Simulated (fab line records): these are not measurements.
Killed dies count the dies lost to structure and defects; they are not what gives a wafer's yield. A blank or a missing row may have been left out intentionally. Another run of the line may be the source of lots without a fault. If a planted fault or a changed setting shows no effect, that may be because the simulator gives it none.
Which of the tools did it?    flow nand_harc    11 lots with 33 wafers sampled at 4 steps, on a route of 1302 steps

## WHAT THE GAUGES READ, wafer by wafer
NHARC_END_SORT_01.
lot   measured      on         killed_at_periphery
L346  day 25 06:15  prober-02  8 7 1
L348  day 26 03:53  prober-02  4 4 2
L349  day 25 11:32  prober-01  0 2 0
L350  day 25 20:14  prober-01  8 2 0
L351  day 25 18:37  prober-02  4 0 0
L353  day 27 01:32  prober-01  2 2 1
L354  day 27 16:05  prober-01  10 4 14
L359  day 30 07:37  prober-01  622 612 627
L360  day 29 23:02  prober-01  629 623 636
L361  day 29 22:18  prober-02  4 6 1
L369  day 34 03:25  prober-01  7 7 8

## EACH LOT AND THE TOOL THAT RAN IT (in order: tool; ch and the chambers of the sampled wafers; start)
lot   NHARC_P_GATE_ETCH_114               NHARC_P_GATE_ALD_36                NHARC_P_GATE_STRIP_101
L346  rie_diel-12 ch 0,2,3, day 5 09:00   ald_sin-04 ch 1,2, day 5 10:08     rie_diel-02 ch 2,3, day 5 19:49
L348  rie_diel-12 ch 0,1,2, day 6 01:00   ald_sin-03 ch 1,2, day 6 02:49     rie_diel-03 ch 1,2, day 6 12:23
L349  rie_diel-03 ch 0,1, day 6 02:00     ald_sin-04 ch 1,2,3, day 6 04:07   rie_diel-02 ch 0,1,3, day 6 12:38
L350  rie_diel-12 ch 0,1,2, day 6 18:00   ald_sin-01 ch 1,2, day 6 19:01     rie_diel-03 ch 0,2,3, day 7 06:44
L351  rie_diel-12 ch 0,2, day 7 04:00     ald_sin-03 ch 0,2,3, day 7 07:35   rie_diel-03 ch 0,3, day 7 15:01
L353  rie_diel-02 ch 1,2,3, day 8 00:00   ald_sin-03 ch 0,1,2, day 8 02:22   rie_diel-02 ch 1,2,3, day 8 10:57
L354  rie_diel-03 ch 1,2, day 8 13:00     ald_sin-01 ch 1,2,3, day 8 16:14   rie_diel-02 ch 1,3, day 8 23:41
L359  rie_diel-03 ch 0,2,3, day 10 13:00  ald_sin-04 ch 0,1,3, day 10 14:13  rie_diel-12 ch 0,1,2, day 10 23:53
L360  rie_diel-03 ch 0,2,3, day 11 03:00  ald_sin-01 ch 0,1,2, day 11 06:13  rie_diel-02 ch 1,3, day 11 13:43
L361  rie_diel-12 ch 0,2,3, day 11 03:00  ald_sin-03 ch 1,3, day 11 04:35    rie_diel-12 ch 2,3, day 11 14:13
L369  rie_diel-12 ch 0,2,3, day 14 21:00  ald_sin-01 ch 1,2,3, day 14 22:35  rie_diel-12 ch 0,1,2, day 15 08:12
- NHARC_P_GATE_ETCH_114: etches the open film in CF4/O2, target depth 30 nm, overetch 3 nm, time 16.5 s.
- NHARC_P_GATE_ALD_36: deposits SiNx, target thk 20 nm, pulse time 60 s, ald cycles 223.
- NHARC_P_GATE_STRIP_101: strips in O2, time 20 s.

## THE ANSWER, worked out from the rows above alone
Rule: what is usual is taken from the lots themselves. Put in order of their means at a reading, lots are off if they are a third of the lots or fewer, leave a main group of 4 or more, and stand apart from it by a gap of 3 or more times the standard deviation of the main group's means; of several such gaps the widest counts. A main group is skipped when, at the precision printed for the reading in the tables above, its means are all equal. Also off: a lot with no number at a reading for which 4 or more lots have one. The other lots that the step has rows for count as sound.
Off: L359, L360, at NHARC_END_SORT_01 (killed_at_periphery). The main group has a mean of 4.0 with a standard deviation of 2.7.
If a tool, at a process step before that reading, ran all the lots that are off and no sound lot after the first of them, it fits. The gauges at NHARC_END_SORT_01 are tried like those tools. One fits: NHARC_P_GATE_ETCH_114 on rie_diel-03. A fault onset in the window from L354 (day 8 13:00, its last sound lot) to L359 (day 10 13:00, its first lot off) fits.

## WHAT THE SIMULATOR HAD INSERTED
Whole step skipped at NHARC_P_GATE_ETCH_114 on rie_diel-03, starting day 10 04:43. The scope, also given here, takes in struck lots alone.
Lots struck among those shown: L360, L359. The rule above found the same.
